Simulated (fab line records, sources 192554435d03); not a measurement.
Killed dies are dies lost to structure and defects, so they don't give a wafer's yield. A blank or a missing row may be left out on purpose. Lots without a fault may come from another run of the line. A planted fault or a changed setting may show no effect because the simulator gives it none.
fab line records | flow n5_finfet
record lots=12 wafers=34 last_day=18
route steps=1938 shown BEOL_M9@1421 BEOL_M10@1471
lots that met no fault: from a run of the same line without faults
start_h: hours from the record's first day to the start of the lot's first wafer shown | wait_h: hours since the lot's step before | " the same as in the row above | L1.1+2: a row that stands for several wafers | - no value, or no start given | * or withheld: withheld | < > ~ a bound
route shown NAME@n: a module of which the file shows steps, and the number in the route of the first | usual: mean/standard deviation of fault-free wafers | same: alike in all rows | chamber/n: place in a boat | sites: the reading at each site | _std_site: their standard deviation | _edge_site: outer sites' mean less inner sites' | radius_mm: how far each site lies from the wafer's centre | mask NAME#n: copy n | behind: the tool/chamber that last shaped the wafer | hold: why the lot was held/for how many hours/how that ended | device: the transistor (n, p or np) that didn't switch | end of line: the same wafers' tests at the end of the route | a step without rows: its recipe alone | killed: dies lost to structure and defects at the first sort, not the wafer's yield | map: a wafer's dies, x killed, . not, _ none there
set.NAME: the setting as run; set.NAME@STEP: as run at that earlier step | model.NAME: the simulator's own value behind a step, which no gauge read
steps of the route over a sample of lots; a table a step, a row a wafer
services: from which hour (start_h, from the record's first day; less than 0 if before it) a tool's chamber was out of use, for how many hours, and why
## steps
# step N5_BEOL_M9_STRIP_67
# recipe chemistry=CF4 resist=SiARC power_w=300 bias_power_w=75 pressure_mtorr=50 cf4_flow_sccm=150 rf_frequency_hz=6e+07
# usual drypump_motor_current_A=5.6/0.35 oes_product_au=0.80/0.089 rf_vpp_V=271.3/1.4 showerhead_plenum_p_Torr=1.80/0.056 throttle_valve_pct=13.54/0.26
# columns lot.wafer tool chamber start_h wait_h drypump_motor_current_A oes_product_au rf_hours_counter_h rf_vpp_V showerhead_plenum_p_Torr throttle_valve_pct
L634.3 rie_diel-05 3 245.80 0.0 6.3 0.92 17 274.1 1.90 13.50
L634.4 " 0 " " 5.3 0.73 187 270.6 1.78 13.60
L634.5 " 3 " " 6.3 0.93 - 273.4 1.90 13.50
L635.3 rie_diel-05 3 251.01 0.0 6.3 0.92 18 272.8 1.90 13.49
L635.4 " 0 " " 5.3 0.72 188 270.5 1.78 13.60
L635.6 " 3 " " 6.3 0.92 - 272.5 1.90 13.50
L641.1 rie_diel-04 1 258.50 0.0 5.9 0.71 191 273.2 1.86 13.65
L641.3 " 3 " " 5.5 0.69 239 269.3 1.70 14.04
L641.6 " 2 " " 5.8 0.92 - 270.6 1.76 13.15
L642.4 rie_diel-05 3 259.66 0.0 6.3 0.91 19 274.2 1.90 13.51
L642.5 " 1 " " 5.1 0.84 - 271.8 1.84 13.44
L637.1 rie_diel-05 2 260.42 0.0 5.9 0.72 174 271.4 1.78 13.45
L637.3 " 3 " " 6.3 0.91 20 272.6 1.90 13.52
L637.6 " 1 " " 5.1 0.84 - 272.3 1.84 13.45
L640.4 rie_diel-02 2 265.82 0.0 5.7 0.94 - 272.4 1.83 13.14
L640.5 " 1 " " 5.8 0.95 - 271.2 1.82 13.07
L638.1 rie_diel-05 3 289.95 0.0 6.3 0.90 27 273.4 1.90 13.52
L638.4 " 0 " " 5.3 0.72 198 270.9 1.78 13.65
L638.5 " 1 " " 5.1 0.83 - 271.1 1.84 13.47
L643.3 rie_diel-02 2 293.22 0.0 5.7 0.90 19 272.2 1.82 13.18
L643.5 " 0 " " 5.3 0.71 - 269.2 1.72 13.87
L643.6 " 1 " " 5.8 0.92 - 272.7 1.82 13.10
L645.2 rie_diel-05 2 296.94 0.0 5.9 0.72 184 269.6 1.77 13.46
L645.3 " 1 " " 5.1 0.82 67 271.0 1.84 13.46
L645.5 " 3 " " 6.3 0.89 - 272.2 1.90 13.51
L647.3 rie_diel-02 0 323.44 0.0 5.3 0.70 228 269.2 1.72 13.90
L647.4 " 2 " " 5.7 0.88 32 270.7 1.82 13.20
L647.5 " 1 " " 5.8 0.90 - 272.1 1.82 13.11
L652.2 rie_diel-02 0 341.70 0.0 5.3 0.69 236 270.6 1.72 13.91
L652.4 " 3 " " 5.5 0.85 41 270.5 1.75 13.52
L652.6 " 3 " " 5.5 0.85 - 270.7 1.75 13.56
L657.2 rie_diel-04 2 371.13 0.0 5.8 0.85 46 271.2 1.75 13.24
L657.3 " 3 " " 5.5 0.92 16 274.9 1.90 13.55
L657.6 " 3 " " 5.5 0.92 - 272.6 1.91 13.53
# step N5_BEOL_M9_PRE_CLEAN_45
# recipe gas=H2/He time_s=30 temp_c=250
# usual heater_power_w=338/30
# columns lot.wafer tool chamber start_h wait_h heater_power_w
L634.3 pvd_sputter-03 - 248.30 0.0 388
L634.4 " - " " 370
L634.5 " - " " 334
L635.3 pvd_sputter-03 - 253.46 0.0 369
L635.4 " - " " 336
L635.6 " - " " 344
L641.1 pvd_sputter-02 - 261.25 0.0 323
L641.3 " - " " 337
L641.6 " - " " 331
L642.4 pvd_sputter-02 - 261.79 0.0 323
L642.5 " - " " 309
L637.1 pvd_sputter-03 - 264.77 0.0 369
L637.3 " - " " 322
L637.6 " - " " 379
L640.4 pvd_sputter-01 - 268.02 0.0 274
L640.5 " - " " 312
L638.1 pvd_sputter-02 - 292.69 0.0 320
L638.4 " - " " 328
L638.5 " - " " 307
L643.3 pvd_sputter-03 - 299.69 0.0 337
L643.5 " - " " 319
L643.6 " - " " 391
L645.2 pvd_sputter-03 - 300.57 0.0 386
L645.3 " - " " 323
L645.5 " - " " 334
L647.3 pvd_sputter-01 - 326.65 0.0 265
L647.4 " - " " 316
L647.5 " - " " 381
L652.2 pvd_sputter-02 - 343.53 0.0 310
L652.4 " - " " 323
L652.6 " - " " 313
L657.2 pvd_sputter-02 - 373.46 0.0 346
L657.3 " - " " 331
L657.6 " - " " 328
# step N5_BEOL_M9_PRE_CLEAN_55
# recipe gas=NH3 time_s=15 temp_c=withheld rf_power_w=300
# usual rf_fwd_power_W=295.3/1.3
# columns lot.wafer tool chamber start_h wait_h rf_fwd_power_W
L634.3 pecvd-01 1 252.43 0.0 297.6
L634.4 " 1 " " 296.8
L634.5 " 2 " " 293.4
L635.3 pecvd-01 2 256.60 0.0 293.4
L635.4 " 0 " " 295.0
L635.6 " 1 " " 296.3
L641.1 pecvd-03 1 264.21 0.0 296.4
L641.3 " 2 " " 297.4
L641.6 " 0 " " 295.1
L642.4 pecvd-01 0 265.84 0.0 294.4
L642.5 " 1 " " 295.2
L637.1 pecvd-03 1 266.91 0.0 296.3
L637.3 " 0 " " 294.9
L637.6 " 0 " " 295.0
L640.4 pecvd-02 1 269.52 0.0 295.0
L640.5 " 2 " " 296.7
L638.1 pecvd-01 2 294.23 0.0 292.7
L638.4 " 1 " " 297.4
L638.5 " 2 " " 294.9
L643.3 pecvd-02 0 301.20 0.0 292.6
L643.5 " 2 " " 296.8
L643.6 " 0 " " 292.4
L645.2 pecvd-03 1 302.76 0.0 296.0
L645.3 " 0 " " 297.6
L645.5 " 1 " " 296.2
L647.3 pecvd-03 2 328.14 0.0 296.5
L647.4 " 0 " " 295.5
L647.5 " 1 " " 295.0
L652.2 pecvd-01 0 345.16 0.0 294.2
L652.4 " 2 " " 281.4
L652.6 " 1 " " 296.0
L657.2 pecvd-03 0 374.92 0.0 294.5
L657.3 " 1 " " 295.1
L657.6 " 2 " " 296.6
# step N5_BEOL_M10_CURE_71
# recipe temp_c=385 time_s=240 ambient=He/Ar material=SiCOH_lowk
# usual lamp_power_pct=52.31/0.055 wafer_temp_C_max=387.1/0.65
# columns lot.wafer tool chamber start_h wait_h lamp_power_pct wafer_temp_C_max
L634.3 uv_cure-01 1 252.83 0.2 52.30 386.4
L634.4 " 1 " " 52.29 386.0
L634.5 " 1 " " 52.23 386.5
L635.3 uv_cure-03 0 257.00 0.2 52.34 386.8
L635.4 " 0 " " 52.28 386.1
L635.6 " 0 " " 52.33 386.3
L641.1 uv_cure-02 2 265.26 0.9 52.31 387.0
L641.3 " 2 " " 52.28 387.0
L641.6 " 2 " " 52.39 386.8
L642.4 uv_cure-02 0 266.52 0.5 52.31 387.8
L642.5 " 0 " " 52.39 387.8
L637.1 uv_cure-02 0 267.15 0.0 52.36 387.0
L637.3 " 0 " " 52.31 387.5
L637.6 " 0 " " 52.27 388.0
L640.4 uv_cure-01 1 270.23 0.5 52.21 386.4
L640.5 " 1 " " 52.15 386.3
L638.1 uv_cure-03 1 294.47 0.0 52.24 388.0
L638.4 " 1 " " 52.30 387.2
L638.5 " 1 " " 52.37 387.6
L643.3 uv_cure-03 2 301.62 0.2 52.31 387.7
L643.5 " 2 " " 52.26 387.0
L643.6 " 2 " " 52.32 386.8
L645.2 uv_cure-01 0 303.11 0.1 52.37 386.7
L645.3 " 0 " " 52.36 387.6
L645.5 " 0 " " 52.43 386.8
L647.3 uv_cure-03 1 328.86 0.5 52.34 387.0
L647.4 " 1 " " 52.24 387.6
L647.5 " 1 " " 52.31 388.4
L652.2 uv_cure-02 1 345.48 0.1 52.27 386.8
L652.4 " 1 " " 52.26 386.9
L652.6 " 1 " " 52.30 387.7
L657.2 uv_cure-02 1 375.24 0.1 52.36 386.6
L657.3 " 1 " " 52.36 386.1
L657.6 " 1 " " 52.39 386.6
## services
# columns tool chamber start_h hours kind
rie_diel-02 1 228.55 - clean
rie_diel-02 1 228.55 - consumable_replace:focus_ring
rie_diel-02 1 228.55 24.3 scheduled_down
rie_diel-02 1 228.55 24.3 vent_cycle
pecvd-01 1 232.63 - calibration
uv_cure-02 - 237.16 28.1 pm
pvd_sputter-03 - 239.40 1.2 repair
rie_diel-04 2 240.24 10.5 repair
pecvd-03 2 241.42 8.2 repair
rie_diel-02 - 257.01 2.8 pm
rie_diel-02 3 261.30 17.6 repair
pecvd-02 1 295.80 5.9 repair
rie_diel-04 3 301.26 - clean
rie_diel-04 3 301.26 - consumable_replace:focus_ring
pecvd-03 2 302.47 2.1 scheduled_down
pecvd-03 0 306.33 5.5 scheduled_down
rie_diel-02 1 307.24 11.4 repair
uv_cure-02 - 316.90 6.8 repair
uv_cure-01 - 324.70 12.8 repair
uv_cure-03 - 325.06 2.2 repair
rie_diel-05 - 330.98 14.6 pm
uv_cure-02 - 332.43 1.0 pm
pecvd-03 - 352.80 0.8 pm
pvd_sputter-01 - 352.83 2.6 repair
## key
first_sign step=N5_BEOL_M9_PRE_CLEAN_55 reading=rf_fwd_power_W direction=down sigmas=11 usual=* struck=*
effect none on later readings
met_at N5_BEOL_M9_PRE_CLEAN_55
struck_lots L652
struck_wafers L652.4
not_acting_at N5_BEOL_M9_STRIP_67,N5_BEOL_M9_PRE_CLEAN_45,N5_BEOL_M10_CURE_71
onset_between 294.23 345.16
fault kind=process_parameter_drift tool=pecvd-01 chamber=2 onset_h=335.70 steps=N5_BEOL_M9_PRE_CLEAN_55 channel=rf_power_w offset=* shape=step end_h=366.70 acts_in=* stated=*
